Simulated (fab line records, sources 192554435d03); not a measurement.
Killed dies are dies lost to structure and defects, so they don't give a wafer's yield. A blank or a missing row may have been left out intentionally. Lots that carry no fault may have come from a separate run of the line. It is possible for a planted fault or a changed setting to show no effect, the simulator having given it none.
fab line records	flow n5-finfet	part 1 of 2: steps 1 to 20 of 31
[record] lots = 5	wafers = 15	last-day = 17
route steps=1938 shown BEOL_M9@1406
lots with no fault: from the same line, run without faults
start-h: start of the lot's first displayed wafer, in hours after the record's first day	wait-h: how many hours have passed since the lot's step before this one	" as in the row above	L1.1+2: a row that stands for several wafers	- no value, or no start was given	* or withheld: withheld	< > ~ a bound
route shown NAME@n: NAME is a module with steps in the file, n the number in the route of the first one	usual: mean/standard deviation taken from wafers without a fault	same: alike in all rows	chamber/n: place in a boat	sites: per-site readings	_std_site: how widely they spread, as a standard deviation	_edge_site: the outer-site mean with the inner-site mean subtracted	radius-mm: for every site, how far away it sits from the centre of the wafer	mask NAME#n: copy n	behind: tool/chamber where the wafer was last shaped	hold: the reason the lot was held/the length of the hold in hours/how it ended	device: the n, p or np transistor that did not switch	end of line: the route-end tests of the same wafers	step lacking rows: just its recipe	killed: not the wafer's yield, but the dies lost to structure and defects at the first sort	map: per-die view of a wafer (x killed, . not killed, _ where there is no die)
set.NAME: the setting the step ran with; set.NAME@STEP: the setting that earlier step ran with	model.NAME: the simulator's own value behind a step, which no gauge read
lots seen at some steps along the route; tables by step, rows by wafer
services: when a tool's chamber went out of use (start-h, in hours from the record's first day, below 0 if earlier), for how many hours, and the reason
[[steps]]
[step N5_BEOL_M9_COAT_59]
[recipe] resist = SOC	temp-c = 250	time-s = 60	spin-rpm = 1500	resist-thk-nm = 100
[usual] exhaust-pa = 45.0/0.8
lot.wafer	tool	chamber	start-h	wait-h	exhaust-pa
L075.2	litho-track-04	0	235.81	0.1	45.3
L075.3	"	0	"	"	45.2
L075.4	"	0	"	"	45.0
L080.2	litho-track-02	0	253.48	0.1	44.4
L080.4	"	0	"	"	44.8
L080.6	"	0	"	"	44.6
L088.3	litho-track-04	0	316.25	0.1	44.2
L088.4	"	0	"	"	43.2
L088.5	"	0	"	"	44.0
L090.4	litho-track-04	0	325.68	0.0	44.3
L090.5	"	0	"	"	44.6
L090.6	"	0	"	"	45.5
L092.4	litho-track-02	0	330.98	0.1	46.3
L092.5	"	0	"	"	46.8
L092.6	"	0	"	"	46.6
[step N5_BEOL_M9_COAT_60]
[recipe] resist = SiARC	temp-c = 220	time-s = 60	spin-rpm = 1500	resist-thk-nm = 30
[usual] exhaust-pa = 45.2/0.88
lot.wafer	tool	chamber	start-h	wait-h	exhaust-pa
L075.2	litho-track-04	0	-	-	45.2
L075.3	"	0	"	"	44.8
L075.4	"	0	"	"	44.5
L080.2	litho-track-02	0	-	-	43.8
L080.4	"	0	"	"	44.3
L080.6	"	0	"	"	42.9
L088.3	litho-track-04	0	-	-	45.6
L088.4	"	0	"	"	44.1
L088.5	"	0	"	"	44.4
L090.4	litho-track-04	0	-	-	46.5
L090.5	"	0	"	"	46.3
L090.6	"	0	"	"	46.4
L092.4	litho-track-02	0	-	-	46.0
L092.5	"	0	"	"	46.0
L092.6	"	0	"	"	44.7
[step N5_BEOL_M9_COAT_05]
[recipe] resist = CAR-ArF	spin-rpm = 1500	resist-thk-nm = 90
[usual] exhaust-pa = 45.2/0.91
lot.wafer	tool	chamber	start-h	wait-h	exhaust-pa
L075.2	litho-track-04	0	-	-	45.1
L075.3	"	0	"	"	45.5
L075.4	"	0	"	"	46.1
L080.2	litho-track-02	0	-	-	45.3
L080.4	"	0	"	"	46.3
L080.6	"	0	"	"	44.6
L088.3	litho-track-04	0	-	-	43.9
L088.4	"	0	"	"	44.1
L088.5	"	0	"	"	43.6
L090.4	litho-track-04	0	-	-	45.8
L090.5	"	0	"	"	44.7
L090.6	"	0	"	"	44.7
L092.4	litho-track-02	0	-	-	45.2
L092.5	"	0	"	"	44.3
L092.6	"	0	"	"	46.5
[step N5_BEOL_M9_EBR_07]
[recipe] solvent = PGMEA	ebr-width-mm = 1.5
[usual] exhaust-pa = 45.0/0.82
lot.wafer	tool	chamber	start-h	wait-h	exhaust-pa
L075.2	litho-track-04	0	-	-	44.5
L075.3	"	0	"	"	44.9
L075.4	"	0	"	"	44.5
L080.2	litho-track-02	0	-	-	45.2
L080.4	"	0	"	"	45.3
L080.6	"	0	"	"	45.5
L088.3	litho-track-04	0	-	-	43.3
L088.4	"	0	"	"	43.8
L088.5	"	0	"	"	44.6
L090.4	litho-track-04	0	-	-	45.9
L090.5	"	0	"	"	44.5
L090.6	"	0	"	"	45.1
L092.4	litho-track-02	0	-	-	45.5
L092.5	"	0	"	"	44.7
L092.6	"	0	"	"	44.6
[step N5_BEOL_M9_SOFTBAKE_06]
[recipe] temp-c = 110	time-s = 60	resist = CAR-ArF
[usual] exhaust-pa = 44.9/1.1
lot.wafer	tool	chamber	start-h	wait-h	exhaust-pa
L075.2	litho-track-04	0	-	-	43.8
L075.3	"	0	"	"	43.1
L075.4	"	0	"	"	43.1
L080.2	litho-track-02	0	-	-	45.8
L080.4	"	0	"	"	44.3
L080.6	"	0	"	"	46.8
L088.3	litho-track-04	0	-	-	46.3
L088.4	"	0	"	"	45.4
L088.5	"	0	"	"	45.3
L090.4	litho-track-04	0	-	-	45.0
L090.5	"	0	"	"	44.4
L090.6	"	0	"	"	43.1
L092.4	litho-track-02	0	-	-	44.8
L092.5	"	0	"	"	46.5
L092.6	"	0	"	"	45.7
[step N5_BEOL_M9_EXPOSE_08]
[recipe] mask-id = M9	na = 1.35	source-shape = dipole	sigma-inner = 0.411	sigma-outer = 0.611	polarization = te	dose-mj = 53.75
lot.wafer	tool	chamber	start-h	wait-h	mask
L075.2+3+4	arfi-scanner-03	0	235.93	-	M9#0
L080.2+4+6	arfi-scanner-02	0	253.73	-	M9#0
L088.3+4+5	arfi-scanner-01	0	316.37	-	M9#0
L090.4+5+6	arfi-scanner-03	0	327.18	-	M9#0
L092.4+5+6	arfi-scanner-03	0	331.12	-	M9#0
[step N5_BEOL_M9_PEB_09]
[recipe] peb-temp-c = withheld	peb-time-s = 60	resist = CAR-ArF
[usual] exhaust-pa = 44.9/0.95
lot.wafer	tool	chamber	start-h	wait-h	exhaust-pa
L075.2	litho-track-05	0	235.99	0.0	44.7
L075.3	"	0	"	"	45.3
L075.4	"	0	"	"	45.3
L080.2	litho-track-05	0	253.79	0.0	46.2
L080.4	"	0	"	"	46.9
L080.6	"	0	"	"	46.2
L088.3	litho-track-05	0	316.42	0.0	44.0
L088.4	"	0	"	"	45.0
L088.5	"	0	"	"	45.0
L090.4	litho-track-04	0	327.22	0.0	46.0
L090.5	"	0	"	"	46.4
L090.6	"	0	"	"	44.7
L092.4	litho-track-05	0	331.16	0.0	45.4
L092.5	"	0	"	"	45.2
L092.6	"	0	"	"	46.1
[step N5_BEOL_M9_DEVELOP_10]
[recipe] develop-time-s = 30	developer = TMAH	resist = CAR-ArF	rinse-liquid = diw	dry = air-spin	dev-temp-c = 23
[usual] exhaust-pa = 44.9/0.89
lot.wafer	tool	chamber	start-h	wait-h	exhaust-pa
L075.2	litho-track-05	0	-	-	44.4
L075.3	"	0	"	"	44.6
L075.4	"	0	"	"	45.0
L080.2	litho-track-05	0	-	-	43.4
L080.4	"	0	"	"	42.6
L080.6	"	0	"	"	43.4
L088.3	litho-track-05	0	-	-	43.8
L088.4	"	0	"	"	45.4
L088.5	"	0	"	"	45.0
L090.4	litho-track-04	0	-	-	45.6
L090.5	"	0	"	"	44.7
L090.6	"	0	"	"	45.8
L092.4	litho-track-05	0	-	-	43.7
L092.5	"	0	"	"	43.2
L092.6	"	0	"	"	42.8
[step N5_BEOL_M9_CD_MEAS_11]
[recipe] target-cd-nm = 64.1	landing-energy-ev = 500	detector = se-inlens	polarity = opening
[usual] cd-nm = 64.2/0.53
lot.wafer	tool	chamber	start-h	wait-h	cd-nm
L075.2	cd-sem-01	0	236.05	-	64.6
L075.3	"	0	"	"	64.8
L075.4	"	0	"	"	64.2
L080.2	cd-sem-01	0	253.85	-	63.6
L080.4	"	0	"	"	63.6
L080.6	"	0	"	"	64.2
L088.3	cd-sem-01	0	316.49	-	64.7
L088.4	"	0	"	"	65.0
L088.5	"	0	"	"	64.8
L090.4	cd-sem-01	0	327.29	-	65.1
L090.5	"	0	"	"	65.0
L090.6	"	0	"	"	64.8
L092.4	cd-sem-03	0	331.23	-	63.5
L092.5	"	0	"	"	63.9
L092.6	"	0	"	"	63.6
[step N5_BEOL_M9_OVL_MEAS_12]
[recipe] points-per-wafer = 44
[usual] M9_OVL = -0.3/0.76
lot.wafer	tool	chamber	start-h	wait-h	M9_OVL[nm]
L075.2	overlay-01	0	236.09	0.0	-1.1
L075.3	"	0	"	"	-0.8
L075.4	"	0	"	"	-1.0
L080.2	overlay-02	0	253.88	0.0	0.1
L080.4	"	0	"	"	0.4
L080.6	"	0	"	"	0.5
L088.3	overlay-02	0	316.52	0.0	-0.5
L088.4	"	0	"	"	-1.4
L088.5	"	0	"	"	0.0
L090.4	overlay-01	0	327.32	0.0	-1.7
L090.5	"	0	"	"	-0.4
L090.6	"	0	"	"	-2.0
L092.4	overlay-01	0	331.26	0.0	-1.1
L092.5	"	0	"	"	-1.1
L092.6	"	0	"	"	-0.7
[step N5_BEOL_M9_INSPECT_13]
[recipe] mode = adi	inspect-instrument = brightfield
[usual] raw-defect-count = 394/92
lot.wafer	tool	chamber	start-h	wait-h	raw-defect-count
L075.2	defect-inspect-01	-	236.11	0.0	316
L075.3	"	-	"	"	365
L075.4	"	-	"	"	313
L080.2	defect-inspect-02	-	253.91	0.0	290
L080.4	"	-	"	"	316
L080.6	"	-	"	"	355
L088.3	defect-inspect-02	-	316.54	0.0	381
L088.4	"	-	"	"	495
L088.5	"	-	"	"	599
L090.4	defect-inspect-01	-	327.34	0.0	383
L090.5	"	-	"	"	356
L090.6	"	-	"	"	390
L092.4	defect-inspect-02	-	331.28	0.0	406
L092.5	"	-	"	"	427
L092.6	"	-	"	"	510
[step N5_BEOL_M9_DESCUM_16]
[recipe] chemistry = O2	time-s = 7.9	source-power-w = 50	bias-power-w = 20	pressure-mtorr = 20	rf-frequency-hz = 2.712e+07	temp-c = 40	resist = CAR-ArF	o2-flow-sccm = 225
[usual] drypump-motor-current-A = 5.7/0.32	oes-product-au = 0.78/0.078	rf-vpp-V = 242.8/1.8	showerhead-plenum-p-Torr = 2.08/0.09	throttle-valve-pct = 20.48/0.29
lot.wafer	tool	chamber	start-h	wait-h	drypump-motor-current-A	oes-product-au	rf-hours-counter-h	rf-vpp-V	showerhead-plenum-p-Torr	throttle-valve-pct
L075.2	rie-diel-02	2	236.14	0.0	5.5	0.77	128	243.3	2.02	20.33
L075.3	"	2	"	"	5.5	0.76	-	240.7	2.02	20.35
L075.4	"	3	"	"	5.5	0.74	-	243.5	2.08	20.55
L080.2	rie-diel-05	1	253.94	0.0	5.2	0.86	45	243.2	2.04	20.36
L080.4	"	0	"	"	6.2	0.72	184	241.9	2.08	20.40
L080.6	"	3	"	"	5.6	0.89	-	241.4	2.04	20.25
L088.3	rie-diel-06	0	316.58	0.0	5.7	0.78	146	244.0	2.18	20.50
L088.4	"	1	"	"	5.9	0.73	176	240.2	1.93	20.99
L088.5	"	2	"	"	5.9	0.70	-	240.6	1.99	20.85
L090.4	rie-diel-06	0	327.39	0.0	5.7	0.76	-	245.2	2.18	20.49
L090.5	"	3	"	"	5.3	0.88	-	244.5	2.22	20.04
L090.6	"	1	"	"	5.9	0.72	-	240.5	1.93	20.99
L092.4	rie-diel-05	2	331.31	0.0	6.0	0.68	249	243.2	2.14	20.31
L092.5	"	3	"	"	5.5	0.86	-	243.4	2.03	20.29
L092.6	"	0	"	"	6.1	0.70	-	241.8	2.07	20.40
[step N5_BEOL_M9_ETCH_61]
[recipe] chemistry = CF4	target = SiARC	target-depth-a = 390	mask-material = CAR-ArF	time-s = 65	ion-energy-ev = 80	pressure-mtorr = 40	source-w = 545	bias-w = 36	Ar_flow_sccm = 100	cf4-flow-sccm = 100	ends = cleared
[usual] drypump-motor-current-A = 5.7/0.32	etch-rf-on-time-s = 64.6/0.93	oes-product-au = 0.67/0.065	rf-vpp-V = 183.8/1.3	showerhead-plenum-p-Torr = 2.13/0.09	throttle-valve-pct = 15.68/0.27
lot.wafer	tool	chamber	start-h	wait-h	drypump-motor-current-A	etch-rf-on-time-s	oes-product-au	rf-hours-counter-h	rf-vpp-V	showerhead-plenum-p-Torr	throttle-valve-pct
L075.2	rie-diel-02	2	236.20	0.0	5.5	66.0	0.65	128	182.5	2.06	15.52
L075.3	"	2	"	"	5.5	66.0	0.65	-	182.4	2.06	15.52
L075.4	"	3	"	"	5.5	66.4	0.62	-	184.5	2.13	15.76
L080.2	rie-diel-05	1	253.98	0.0	5.2	63.4	0.74	45	183.0	2.09	15.56
L080.4	"	0	"	"	6.1	63.9	0.61	184	183.8	2.14	15.69
L080.6	"	3	"	"	5.5	63.9	0.77	-	183.1	2.10	15.41
L088.3	rie-diel-06	0	316.61	0.0	5.7	65.1	0.67	146	185.5	2.23	15.72
L088.4	"	1	"	"	5.9	63.5	0.63	176	181.0	1.98	16.09
L088.5	"	2	"	"	5.9	64.8	0.60	-	181.9	2.04	16.01
L090.4	rie-diel-06	0	327.43	0.0	5.7	65.5	0.66	-	184.9	2.23	15.73
L090.5	"	3	"	"	5.3	63.8	0.75	-	185.2	2.27	15.27
L090.6	"	1	"	"	5.9	63.1	0.63	-	182.9	1.98	16.12
L092.4	rie-diel-05	2	331.35	0.0	6.0	65.8	0.58	249	185.9	2.19	15.57
L092.5	"	3	"	"	5.6	64.6	0.73	-	183.3	2.09	15.47
L092.6	"	0	"	"	6.2	64.6	0.60	-	184.4	2.13	15.72
[step N5_BEOL_M9_ETCH_62]
[recipe] chemistry = N2/H2	target = SOC	target-depth-a = 1100	overetch-a = 220	mask-material = SiARC	temp-c = 40	time-s = 165	ion-energy-ev = 200	pressure-mtorr = 30	source-w = 840	bias-w = 150	n2-flow-sccm = 200	h2-flow-sccm = 200
[usual] drypump-motor-current-A = 5.7/0.32	h2-flow-sccm = 200.0/0.61	n2-flow-sccm = 199.9/0.62	oes-product-au = 0.66/0.063	rf-vpp-V = 523/3.4	showerhead-plenum-p-Torr = 2.52/0.11	throttle-valve-pct = 17.88/0.29
lot.wafer	tool	chamber	start-h	wait-h	drypump-motor-current-A	h2-flow-sccm	n2-flow-sccm	oes-product-au	rf-hours-counter-h	rf-vpp-V	showerhead-plenum-p-Torr	throttle-valve-pct
L075.2	rie-diel-02	2	236.27	0.1	5.5	200.0	199.9	0.65	128	522	2.45	17.65
L075.3	"	2	"	"	5.5	198.9	198.7	0.65	-	521	2.45	17.66
L075.4	"	3	"	"	5.5	199.6	199.4	0.63	-	523	2.53	17.98
L080.2	rie-diel-05	1	254.03	0.0	5.2	199.6	199.0	0.71	45	522	2.48	17.75
L080.4	"	0	"	"	6.2	199.7	199.6	0.60	184	522	2.53	17.87
L080.6	"	3	"	"	5.6	200.8	200.4	0.75	-	521	2.49	17.78
L088.3	rie-diel-06	0	316.66	0.0	5.7	200.1	199.4	0.66	146	525	2.66	18.01
L088.4	"	1	"	"	5.9	201.1	200.4	0.61	176	517	2.33	18.25
L088.5	"	2	"	"	5.8	200.2	199.1	0.59	-	519	2.42	18.27
L090.4	rie-diel-06	0	327.53	0.1	5.7	199.8	200.2	0.65	-	527	2.66	18.03
L090.5	"	3	"	"	5.3	200.5	199.6	0.74	-	530	2.69	17.39
L090.6	"	1	"	"	5.9	199.9	200.2	0.61	-	516	2.33	18.27
L092.4	rie-diel-05	2	331.40	0.0	6.1	198.9	200.2	0.58	249	526	2.61	17.62
L092.5	"	3	"	"	5.6	199.2	199.4	0.73	-	522	2.48	17.83
L092.6	"	0	"	"	6.2	200.4	200.4	0.59	-	522	2.52	17.91
[step N5_BEOL_M9_STRIP_68]
[recipe] chemistry = N2/H2	temp-c = 40	n2-flow-sccm = 200	h2-flow-sccm = 200	rf-frequency-hz = 6e+07
lot.wafer	tool	chamber	start-h	wait-h
L075.2+3+4	rie-diel-02	2,2,3	236.48	0.1
L080.2+4+6	rie-diel-05	1,0,3	254.16	0.1
L088.3+4+5	rie-diel-06	0,1,2	316.80	0.1
L090.4+5+6	rie-diel-06	0,3,1	327.60	0.0
L092.4+5+6	rie-diel-05	2,3,0	331.53	0.1
[step N5_BEOL_M9_STRIP_67]
[recipe] chemistry = CF4	resist = SiARC	power-w = 300	bias-power-w = 75	pressure-mtorr = 50	cf4-flow-sccm = 150	rf-frequency-hz = 6e+07
[usual] drypump-motor-current-A = 5.7/0.31	oes-product-au = 0.78/0.073	rf-vpp-V = 270.8/1.9	showerhead-plenum-p-Torr = 1.79/0.075	throttle-valve-pct = 13.65/0.28
lot.wafer	tool	chamber	start-h	wait-h	drypump-motor-current-A	oes-product-au	rf-hours-counter-h	rf-vpp-V	showerhead-plenum-p-Torr	throttle-valve-pct
L075.2	rie-diel-02	2	236.49	0.0	5.5	0.76	129	270.3	1.72	13.48
L075.3	"	2	"	"	5.5	0.77	-	268.6	1.72	13.50
L075.4	"	3	"	"	5.5	0.74	-	270.6	1.79	13.78
L080.2	rie-diel-05	1	254.17	0.0	5.2	0.84	45	271.2	1.76	13.48
L080.4	"	0	"	"	6.2	0.71	184	269.9	1.79	13.67
L080.6	"	3	"	"	5.5	0.89	-	270.5	1.76	13.33
L088.3	rie-diel-06	0	316.81	0.0	5.7	0.78	146	271.7	1.87	13.69
L088.4	"	1	"	"	5.9	0.73	176	269.5	1.67	14.10
L088.5	"	2	"	"	5.8	0.70	-	268.6	1.71	14.04
L090.4	rie-diel-06	0	327.62	0.0	5.7	0.77	-	272.0	1.87	13.70
L090.5	"	3	"	"	5.3	0.88	-	273.1	1.91	13.24
L090.6	"	1	"	"	5.9	0.72	-	267.8	1.66	14.08
L092.4	rie-diel-05	2	331.54	0.0	6.0	0.68	249	272.4	1.84	13.62
L092.5	"	3	"	"	5.5	0.85	-	270.8	1.75	13.39
L092.6	"	0	"	"	6.1	0.70	-	271.2	1.78	13.70
[step N5_BEOL_M9_HM_OPEN_17]
[recipe] chemistry = Cl2/BCl3	target-depth-a = 200	overetch-a = 60	target = TiN	mask-material = SOC	ion-energy-ev = 150	pressure-mtorr = 10	icp-w = 1000	bias-w = 126	Cl2_flow_sccm = 53.25	bcl3-flow-sccm = 21.75	Ar_flow_sccm = 25
[usual] drypump-motor-current-A = 5.8/0.34	mfc-cl2-sccm = 53.26/0.15	oes-product-au = 0.68/0.085	throttle-valve-pct = 22.14/0.15
lot.wafer	tool	chamber	start-h	wait-h	drypump-motor-current-A	mfc-cl2-sccm	oes-product-au	rf-hours-counter-h	throttle-valve-pct
L075.2	rie-metal-01	0	236.54	0.0	6.1	53.34	0.75	9	21.99
L075.3	"	0	"	"	6.1	53.29	0.75	-	21.99
L075.4	"	1	"	"	6.3	53.17	0.53	-	22.11
L080.2	rie-metal-03	1	254.21	0.0	5.6	53.39	0.74	11	22.05
L080.4	"	1	"	"	5.6	53.25	0.74	-	22.05
L080.6	"	0	"	"	5.5	53.32	0.63	-	22.32
L088.3	rie-metal-03	1	316.91	0.1	5.6	53.31	0.71	-	22.08
L088.4	"	1	"	"	5.6	53.47	0.71	-	22.07
L088.5	"	1	"	"	5.6	53.28	0.71	-	22.07
L090.4	rie-metal-03	1	327.74	0.1	5.6	53.31	0.71	-	22.04
L090.5	"	1	"	"	5.6	53.32	0.71	-	22.07
L090.6	"	1	"	"	5.6	53.21	0.71	-	22.07
L092.4	rie-metal-03	1	331.61	0.1	5.6	53.35	0.71	-	22.07
L092.5	"	0	"	"	5.5	53.30	0.64	-	22.33
L092.6	"	1	"	"	5.6	53.32	0.72	-	22.05
[step N5_BEOL_M9_STRIP_19]
[recipe] chemistry = O2	power-w = 400	temp-c = 40	pressure-mtorr = 30	rf-frequency-hz = 6e+07	bias-power-w = 0	overash-fraction = 0.2	o2-flow-sccm = 225
[usual] drypump-motor-current-A = 5.7/0.35	oes-product-au = 0.78/0.08	rf-vpp-V = 3.6/0.67	showerhead-plenum-p-Torr = 2.08/0.075	throttle-valve-pct = 16.67/0.24
lot.wafer	tool	chamber	start-h	wait-h	drypump-motor-current-A	oes-product-au	rf-hours-counter-h	rf-vpp-V	showerhead-plenum-p-Torr	throttle-valve-pct
L075.2	rie-diel-05	1	236.65	0.1	5.2	0.85	39	3.8	2.04	16.59
L075.3	"	0	"	"	6.1	0.72	179	2.8	2.08	16.67
L075.4	"	2	"	"	6.0	0.71	220	3.1	2.16	16.54
L080.2	rie-diel-02	0	254.32	0.1	5.4	0.98	1	3.8	2.14	16.28
L080.4	"	3	"	"	5.5	0.73	185	2.5	2.08	16.83
L080.6	"	2	"	"	5.5	0.77	-	3.2	2.02	16.61
L088.3	rie-diel-02	2	317.05	0.1	5.5	0.74	154	4.1	2.01	16.64
L088.4	"	1	"	"	6.3	0.75	140	4.0	2.19	17.07
L088.5	"	2	"	"	5.5	0.74	-	3.6	2.01	16.66
L090.4	rie-diel-05	0	327.85	0.1	6.2	0.70	201	5.0	2.07	16.72
L090.5	"	0	"	"	6.1	0.70	-	3.3	2.07	16.71
L090.6	"	1	"	"	5.2	0.82	-	4.1	2.03	16.63
L092.4	rie-diel-05	0	331.69	0.1	6.1	0.70	202	3.4	2.07	16.71
L092.5	"	3	"	"	5.5	0.85	-	4.0	2.04	16.49
L092.6	"	2	"	"	6.1	0.69	-	3.9	2.15	16.61
[step N5_BEOL_M9_CD_MEAS_18]
[recipe] pitch-nm = 140	target-cd-nm = 70
[usual] cd-nm = 70.0/0.56
lot.wafer	tool	chamber	start-h	wait-h	cd-nm
L075.2	cd-sem-01	-	236.72	0.1	70.4
L075.3	"	-	"	"	70.7
L075.4	"	-	"	"	70.1
L080.2	cd-sem-02	-	254.40	0.1	69.6
L080.4	"	-	"	"	69.7
L080.6	"	-	"	"	70.3
L088.3	cd-sem-02	-	317.12	0.1	70.6
L088.4	"	-	"	"	70.6
L088.5	"	-	"	"	70.1
L090.4	cd-sem-03	-	327.92	0.1	70.5
L090.5	"	-	"	"	70.7
L090.6	"	-	"	"	70.2
L092.4	cd-sem-01	-	331.77	0.1	69.0
L092.5	"	-	"	"	69.6
L092.6	"	-	"	"	69.8
[step N5_BEOL_M9_COAT_63]
[recipe] resist = SOC	temp-c = 250	time-s = 60	spin-rpm = 1500	resist-thk-nm = 60
[usual] exhaust-pa = 45.0/0.96
lot.wafer	tool	chamber	start-h	wait-h	exhaust-pa
L075.2	litho-track-04	0	237.99	1.3	44.1
L075.3	"	0	"	"	44.7
L075.4	"	0	"	"	45.1
L080.2	litho-track-02	0	255.27	0.9	46.3
L080.4	"	0	"	"	44.5
L080.6	"	0	"	"	43.8
L088.3	litho-track-02	0	320.61	3.5	45.0
L088.4	"	0	"	"	44.8
L088.5	"	0	"	"	45.1
L090.4	litho-track-05	0	328.11	0.2	44.2
L090.5	"	0	"	"	44.3
L090.6	"	0	"	"	43.8
L092.4	litho-track-02	0	334.06	2.3	45.0
L092.5	"	0	"	"	43.3
L092.6	"	0	"	"	43.8
